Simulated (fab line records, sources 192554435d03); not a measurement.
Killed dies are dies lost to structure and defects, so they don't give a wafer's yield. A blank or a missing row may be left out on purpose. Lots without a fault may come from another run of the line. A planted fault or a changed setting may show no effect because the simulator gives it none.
Which tool did it? | flow n5_finfet | 10 lots, 29 wafers sampled, at 4 steps of a route of 1938

WHAT THE GAUGES READ, wafer by wafer
The record holds no reading of a measuring or inspecting step that can be judged against a usual standard deviation.

WHICH TOOL RAN EACH LOT (tool, then ch and the chambers of the sampled wafers, then the start)
lot  | N5_MOL_CONTACT_COAG_DESCUM_88      | N5_MOL_CONTACT_COAG_VIA_ETCH_46   | N5_MOL_CONTACT_COAG_STRIP_96      | N5_MOL_CONTACT_COAG_ETCH_47
L459 | rie_diel-06 ch 0,1, day 5 06:23    | rie_diel-06 ch 1,2,3, day 5 07:01 | rie_diel-06 ch 1,2,3, day 5 07:05 | rie_diel-06 ch 1,2,3, day 5 07:08
L461 | rie_diel-06 ch 0,3, day 5 22:13    | rie_diel-01 ch 1,2,3, day 5 22:41 | rie_diel-01 ch 1,2,3, day 5 22:44 | rie_diel-01 ch 1,2,3, day 5 22:47
L469 | rie_diel-06 ch 0,2, day 8 02:40    | rie_diel-01 ch 2,3, day 8 03:10   | rie_diel-01 ch 2,3, day 8 03:14   | rie_diel-01 ch 2,3, day 8 03:17
L470 | rie_diel-06 ch 1,2,3, day 8 08:02  | rie_diel-01 ch 0,2,3, day 8 08:32 | rie_diel-01 ch 0,2,3, day 8 08:36 | rie_diel-01 ch 0,2,3, day 8 08:38
L473 | rie_diel-01 ch 0,2,3, day 8 23:33  | rie_diel-06 ch 2,3, day 9 00:32   | rie_diel-06 ch 2,3, day 9 00:35   | rie_diel-06 ch 2,3, day 9 00:38
L474 | rie_diel-06 ch 0,2, day 9 06:22    | rie_diel-06 ch 2,3, day 9 06:50   | rie_diel-06 ch 2,3, day 9 06:54   | rie_diel-06 ch 2,3, day 9 06:56
L475 | rie_diel-06 ch 1,2, day 9 06:29    | rie_diel-03 ch 0,1,2, day 9 06:59 | rie_diel-03 ch 0,1,2, day 9 07:03 | rie_diel-03 ch 0,1,2, day 9 07:05
L477 | rie_diel-06 ch 0,2, day 9 12:13    | rie_diel-03 ch 1,3, day 9 12:41   | rie_diel-03 ch 1,3, day 9 12:45   | rie_diel-03 ch 1,3, day 9 12:47
L476 | rie_diel-06 ch 2,3, day 9 16:22    | rie_diel-03 ch 0,3, day 9 16:50   | rie_diel-03 ch 0,3, day 9 16:55   | rie_diel-03 ch 0,3, day 9 16:57
L482 | rie_diel-06 ch 0,2,3, day 11 00:14 | rie_diel-06 ch 0,2, day 11 00:43  | rie_diel-06 ch 0,2, day 11 00:47  | rie_diel-06 ch 0,2, day 11 00:49
- N5_MOL_CONTACT_COAG_DESCUM_88: chemistry O2, time 7 s.
- N5_MOL_CONTACT_COAG_VIA_ETCH_46: etches SiO2 in C4F6/O2, target depth 46 nm, overetch 9.2 nm, time 40 s.
- N5_MOL_CONTACT_COAG_STRIP_96: strips in N2/H2.
- N5_MOL_CONTACT_COAG_ETCH_47: etches SiNx in CH3F/O2, stops on W, target depth 27 nm.

WHAT THE TOOLS THEMSELVES READ (means of the sampled wafers that have a number; where no wafer has one, the mark that the record gives instead)
N5_MOL_CONTACT_COAG_DESCUM_88. Usual: drypump_motor_current_A 5.8 A, standard deviation 0.44; o2_flow_sccm 225.0 sccm, standard deviation 0.68; oes_product_au 0.78 a.u., standard deviation 0.066; rf_vpp_V 243.5 V, standard deviation 1.1; showerhead_plenum_p_Torr 2.11 Torr, standard deviation 0.057; temp_c 40.01 C, standard deviation 0.11; throttle_valve_pct 20.43 %, standard deviation 0.29.
lot  | tool        | drypump_motor_current_A (A) | o2_flow_sccm (sccm) | oes_product_au (a.u.) | rf_vpp_V (V) | showerhead_plenum_p_Torr (Torr) | temp_c (C) | throttle_valve_pct (%) | flag
L459 | rie_diel-06 | 6.0                         | 225.0               | 0.80                  | 244.6        | 2.18                            | 40.07      | 20.43                  |
L461 | rie_diel-06 | 5.6                         | 224.5               | 0.83                  | 244.6        | 2.19                            | 39.91      | 20.41                  |
L469 | rie_diel-06 | 5.6                         | 224.9               | 0.78                  | 244.2        | 2.16                            | 40.03      | 20.40                  |
L470 | rie_diel-06 | 5.7                         | 224.5               | 0.75                  | 244.2        | 2.11                            | 39.99      | 20.41                  |
L473 | rie_diel-01 | 6.3                         | 225.4               | 0.80                  | 244.0        | 2.13                            | 39.99      | 20.70                  |
L474 | rie_diel-06 | 5.5                         | 224.9               | 0.75                  | 243.6        | 2.12                            | 39.99      | 20.37                  |
L475 | rie_diel-06 | 5.8                         | 225.4               | 0.72                  | 243.9        | 2.09                            | 40.02      | 20.39                  |
L477 | rie_diel-06 | 5.6                         | 224.7               | 0.78                  | 244.2        | 2.16                            | 40.08      | 20.43                  |
L476 | rie_diel-06 | 5.3                         | 225.4               | 0.77                  | 243.6        | 2.10                            | 40.08      | 20.38                  |
L482 | rie_diel-06 | 5.5                         | 225.0               | 0.77                  | 243.8        | 2.13                            | 39.83      | 20.43                  |

N5_MOL_CONTACT_COAG_VIA_ETCH_46. Usual: drypump_motor_current_A 5.9 A, standard deviation 0.42; oes_product_au 0.69 a.u., standard deviation 0.058; rf_vpp_V 1576 V, standard deviation 38; showerhead_plenum_p_Torr 2.85 Torr, standard deviation 0.075; throttle_valve_pct 40.9 %, standard deviation 0.47.
lot  | tool        | drypump_motor_current_A (A) | oes_product_au (a.u.) | rf_vpp_V (V) | showerhead_plenum_p_Torr (Torr) | throttle_valve_pct (%) | flag
L459 | rie_diel-06 | 5.7                         | 0.71                  | 1586         | 2.90                            | 40.9                   |
L461 | rie_diel-01 | 6.1                         | 0.71                  | 1601         | 2.82                            | 41.2                   |
L469 | rie_diel-01 | 6.2                         | 0.75                  | 1598         | 2.87                            | 41.3                   |
L470 | rie_diel-01 | 6.3                         | 0.72                  | 1604         | 2.88                            | 41.3                   |
L473 | rie_diel-06 | 5.3                         | 0.73                  | 1574         | 2.89                            | 40.9                   |
L474 | rie_diel-06 | 5.3                         | 0.73                  | 1575         | 2.88                            | 40.9                   |
L475 | rie_diel-03 | 5.7                         | 0.67                  | 1558         | 2.85                            | 41.0                   |
L477 | rie_diel-03 | 6.0                         | 0.73                  | 1579         | 2.79                            | 40.5                   |
L476 | rie_diel-03 | 6.2                         | 0.69                  | 1538         | 2.80                            | 41.0                   |
L482 | rie_diel-06 | 5.5                         | 0.66                  | 1531         | 2.86                            | 40.3                   |

N5_MOL_CONTACT_COAG_STRIP_96. Usual: drypump_motor_current_A 5.9 A, standard deviation 0.42; oes_product_au 0.78 a.u., standard deviation 0.07; power_w 500.1 W, standard deviation 1.6; rf_vpp_V 121.8 V, standard deviation 1.3; showerhead_plenum_p_Torr 3.36 Torr, standard deviation 0.095; temp_c 40.01 C, standard deviation 0.11; throttle_valve_pct 18.82 %, standard deviation 0.27.
lot  | tool        | drypump_motor_current_A (A) | oes_product_au (a.u.) | power_w (W) | rf_vpp_V (V) | showerhead_plenum_p_Torr (Torr) | temp_c (C) | throttle_valve_pct (%) | flag
L459 | rie_diel-06 | 5.7                         | 0.79                  | 499.6       | 122.0        | 3.42                            | 40.05      | 18.95                  |
L461 | rie_diel-01 | 6.1                         | 0.80                  | 500.7       | 121.9        | 3.32                            | 39.95      | 18.82                  |
L469 | rie_diel-01 | 6.2                         | 0.84                  | 500.8       | 122.4        | 3.39                            | 40.13      | 18.91                  |
L470 | rie_diel-01 | 6.3                         | 0.80                  | 499.2       | 122.8        | 3.41                            | 40.09      | 19.04                  |
L473 | rie_diel-06 | 5.3                         | 0.80                  | 500.7       | 120.5        | 3.39                            | 40.20      | 18.76                  |
L474 | rie_diel-06 | 5.3                         | 0.79                  | 499.7       | 121.2        | 3.39                            | 40.06      | 18.76                  |
L475 | rie_diel-03 | 5.7                         | 0.75                  | 498.9       | 123.0        | 3.36                            | 39.95      | 18.89                  |
L477 | rie_diel-03 | 6.0                         | 0.84                  | 500.9       | 120.3        | 3.30                            | 39.88      | 18.60                  |
L476 | rie_diel-03 | 6.2                         | 0.78                  | 500.1       | 121.2        | 3.27                            | 40.05      | 18.71                  |
L482 | rie_diel-06 | 5.5                         | 0.74                  | 499.1       | 121.9        | 3.39                            | 40.02      | 18.70                  |

N5_MOL_CONTACT_COAG_ETCH_47. Usual: drypump_motor_current_A 5.9 A, standard deviation 0.42; etch_rf_on_time_s 31.5 s, standard deviation 0.71; oes_product_au 0.69 a.u., standard deviation 0.061; rf_vpp_V 295 V, standard deviation 7.6; showerhead_plenum_p_Torr 2.01 Torr, standard deviation 0.056; throttle_valve_pct 16.40 %, standard deviation 0.24.
lot  | tool        | drypump_motor_current_A (A) | etch_rf_on_time_s (s) | oes_product_au (a.u.) | rf_vpp_V (V) | showerhead_plenum_p_Torr (Torr) | throttle_valve_pct (%) | flag
L459 | rie_diel-06 | 5.7                         | 31.5                  | 0.71                  | 297          | 2.04                            | 16.40                  |
L461 | rie_diel-01 | 6.1                         | 30.7                  | 0.72                  | 300          | 1.99                            | 16.47                  |
L469 | rie_diel-01 | 6.2                         | 22.7                  | 0.97                  | 299          | 2.02                            | 16.50                  | OFF
L470 | rie_diel-01 | 6.3                         | 27.0                  | 0.82                  | 300          | 2.03                            | 16.51                  | OFF
L473 | rie_diel-06 | 5.3                         | 31.7                  | 0.72                  | 295          | 2.03                            | 16.36                  |
L474 | rie_diel-06 | 5.3                         | 32.3                  | 0.70                  | 294          | 2.03                            | 16.38                  |
L475 | rie_diel-03 | 5.7                         | 31.6                  | 0.66                  | 291          | 2.00                            | 16.48                  |
L477 | rie_diel-03 | 6.0                         | 31.1                  | 0.73                  | 296          | 1.96                            | 16.12                  |
L476 | rie_diel-03 | 6.2                         | 31.2                  | 0.68                  | 288          | 1.97                            | 16.37                  |
L482 | rie_diel-06 | 5.5                         | 31.8                  | 0.65                  | 286          | 2.01                            | 16.36                  |

THE ANSWER, worked out from the rows above alone
Rule: a lot is off if the mean of its wafers that have a number lies more than 3 standard deviations from the usual mean. A lot without any number at a reading at which 4 lots or more have one is off too. The other lots that the step has rows for count as sound. The gauges are gone through in route order, then the tools' own readings, and for those a lot's mean is taken as printed above. The first step at which some lot is off is used, and at that step the reading that is off furthest; a lot without a number counts as furthest.
Off: L469, L470, at N5_MOL_CONTACT_COAG_ETCH_47 (etch_rf_on_time_s).
A tool fits if, at that step or a process step before it, it ran every lot that is off, and no sound lot after the first of them. One fits: rie_diel-01 at N5_MOL_CONTACT_COAG_VIA_ETCH_46 and N5_MOL_CONTACT_COAG_STRIP_96 and N5_MOL_CONTACT_COAG_ETCH_47. At N5_MOL_CONTACT_COAG_VIA_ETCH_46 its last sound lot is L461 (day 5 22:41), its first lot that is off L469 (day 8 03:10): a fault that began between those two fits.

WHAT THE SIMULATOR HAD PUT IN
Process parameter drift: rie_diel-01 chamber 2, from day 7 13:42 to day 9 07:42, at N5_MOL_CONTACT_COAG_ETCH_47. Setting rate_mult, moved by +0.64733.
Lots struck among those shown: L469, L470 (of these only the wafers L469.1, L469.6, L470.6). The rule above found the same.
